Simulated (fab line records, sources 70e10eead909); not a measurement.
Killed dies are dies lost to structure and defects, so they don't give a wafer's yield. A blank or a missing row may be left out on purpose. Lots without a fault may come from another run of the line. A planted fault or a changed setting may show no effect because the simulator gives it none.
A struck lot beside a sound one | flow nand_harc | 30 steps out of a route of 1159
Sound: wafers L562.3, L562.4, L562.5. Struck: wafer L566.4. (L566.3, L566.5 of the same lot were not struck and are left out.) The cause comes at the end.
At each step with rows: each side's tool, then ch and its chambers, then its first start. Under that, the readings that differ: sound wafers | struck wafers | difference of the means | sigmas: that difference in standard deviations of wafers without a fault.
alike: readings whose means differ by less than 2 such deviations, and words and numbers that are the same on both sides. not compared: withheld readings, readings that some wafer has no value for, bounds like >300 that may hide the same value, and numbers for which the record gives no deviation and whose values overlap.
The two part at a step that has a row with sigmas, a row that says differs or no value, or rows on one side only. Numbers that don't overlap but have no deviation are shown without sigmas and don't part them. A reading that every wafer of one side lacks parts them only if that side has two wafers or more.

first, 1 step without rows for these wafers: NHARC_A_CONTACT_ETCH_139 (etches the open film in C4F8/O2/Ar, time 137 s, target depth 590 nm).
NHARC_A_CONTACT_ETCH_92: etches the open film in CH3F/O2, target depth 40 nm, time 85.7 s.
  sound on rie_diel-01 ch 0,2,3, day 17 12:17; struck on rie_diel-01 ch 3, day 18 19:35
  alike: drypump_motor_current_A, oes_product_au, rf_vpp_V, showerhead_plenum_p_Torr, throttle_valve_pct
  not compared: rf_hours_counter_h
then, 1 step without rows for these wafers: NHARC_A_CONTACT_ETCH_98 (etches the open film in C4F6/O2, target depth 20 nm, time 10 s).
NHARC_A_CONTACT_CD_MEAS_15:
  sound on cd_sem-03, day 17 12:30; struck on cd_sem-03, day 18 19:49
  alike: cd_nm
then, 4 steps without rows for these wafers: NHARC_A_CONTACT_STRIP_107 (strips in N2/H2); NHARC_A_CONTACT_STRIP_108 (strips in CF4/CHF3); NHARC_A_CONTACT_STRIP_109 (strips in O2/COS); NHARC_A_CONTACT_ETCH_110 (etches the open film in CF4/O2, target depth 50 nm, overetch 5 nm, time 27.5 s).
NHARC_A_CONTACT_STRIP_26: strips in O2.
  sound on rie_diel-01 ch 1,2,3; struck on rie_diel-01 ch 2
  alike: drypump_motor_current_A, oes_product_au, rf_vpp_V, showerhead_plenum_p_Torr, throttle_valve_pct
  not compared: rf_hours_counter_h
then, 1 step without rows for these wafers: NHARC_A_CONTACT_STRIP_27 (strips in post etch residue remover, time 600 s).
NHARC_A_CONTACT_ALD_18: deposits TiN, target thk 3 nm, pulse time 1 s, ald cycles 150.
  sound on ald_metal-01 ch 0,3, day 17 13:58; struck on ald_metal-02 ch 0, day 18 20:50
  alike: heater_power_w, precursor_pulse_height_rel
NHARC_A_CONTACT_CVD_19: deposits W, target thk 300 nm, time 802 s.
  sound on cvd_w-02 ch 0,1; struck on cvd_w-01 ch 1
  alike: heater_power_w, throttle_valve_pct
NHARC_A_CONTACT_CMP_20: polishes, t overpolish 30 s, target thk 300 nm.
  sound on cmp-01 ch 0,2,3, day 17 15:04; struck on cmp-01 ch 2, day 18 21:56
  alike: motor_current_A, overpolish_run_s, time_to_endpoint_s
then, 1 step without rows for these wafers: NHARC_A_CONTACT_SRD_22.
NHARC_A_CONTACT_INSPECT_23:
  sound on defect_inspect-01, day 17 15:27; struck on defect_inspect-01, day 18 22:20
  reading          | sound       | struck | difference | sigmas
  raw_defect_count | 603 623 583 | 1810   | +1207      | +9
then, 10 steps without rows for these wafers: NHARC_A_BLC_DEHYDRATE_00 (time 120 s); NHARC_A_BLC_HMDS_01 (time 30 s); NHARC_A_BLC_COAT_02 (time 75 s); NHARC_A_BLC_COAT_03 (time 65 s); NHARC_A_BLC_COAT_04 (resist thk 90 nm); NHARC_A_BLC_SOFTBAKE_05 (time 55 s); NHARC_A_BLC_EBR_06; NHARC_A_BLC_EXPOSE_07 (exposes mask A BLC, target cd 100 nm); NHARC_A_BLC_PEB_08 (peb time 65 s); NHARC_A_BLC_DEVELOP_09 (develop time 35 s).
NHARC_A_BLC_CD_MEAS_10: target cd 100 nm.
  sound on cd_sem-02 ch 0, day 17 15:58; struck on cd_sem-01 ch 0, day 18 22:52
  alike: cd_nm
NHARC_A_BLC_OVL_MEAS_11:
  sound on overlay-02, day 17 16:03; struck on overlay-01, day 18 22:57
  alike: overlay_x_nm, overlay_y_nm
NHARC_A_BLC_INSPECT_12:
  sound on defect_inspect-02, day 17 16:05; struck on defect_inspect-02, day 18 22:59
  reading          | sound    | struck | difference | sigmas
  raw_defect_count | 25 29 25 | 1400   | +1374      | +98
NHARC_A_BLC_DESCUM_15: chemistry O2, time 3 s.
  sound on rie_diel-12 ch 0,2, day 17 16:09; struck on rie_diel-05 ch 3, day 18 23:02
  alike: drypump_motor_current_A, oes_product_au, rf_vpp_V, showerhead_plenum_p_Torr, throttle_valve_pct
  not compared: rf_hours_counter_h
-- the record jumps here: 2 days lie between the struck wafers' starts before and after (it left off in module A_BLC and takes up again in module END, whose first step shown is number 1159 of the route) --
NHARC_END_SORT_01:
  the record has rows for the struck wafers here (prober-02 ch 0, day 21 00:07) and none for the sound ones

WHERE THEY PART
First at NHARC_A_CONTACT_INSPECT_23; last, within this record, at NHARC_END_SORT_01.

WHY: what the simulator had put in
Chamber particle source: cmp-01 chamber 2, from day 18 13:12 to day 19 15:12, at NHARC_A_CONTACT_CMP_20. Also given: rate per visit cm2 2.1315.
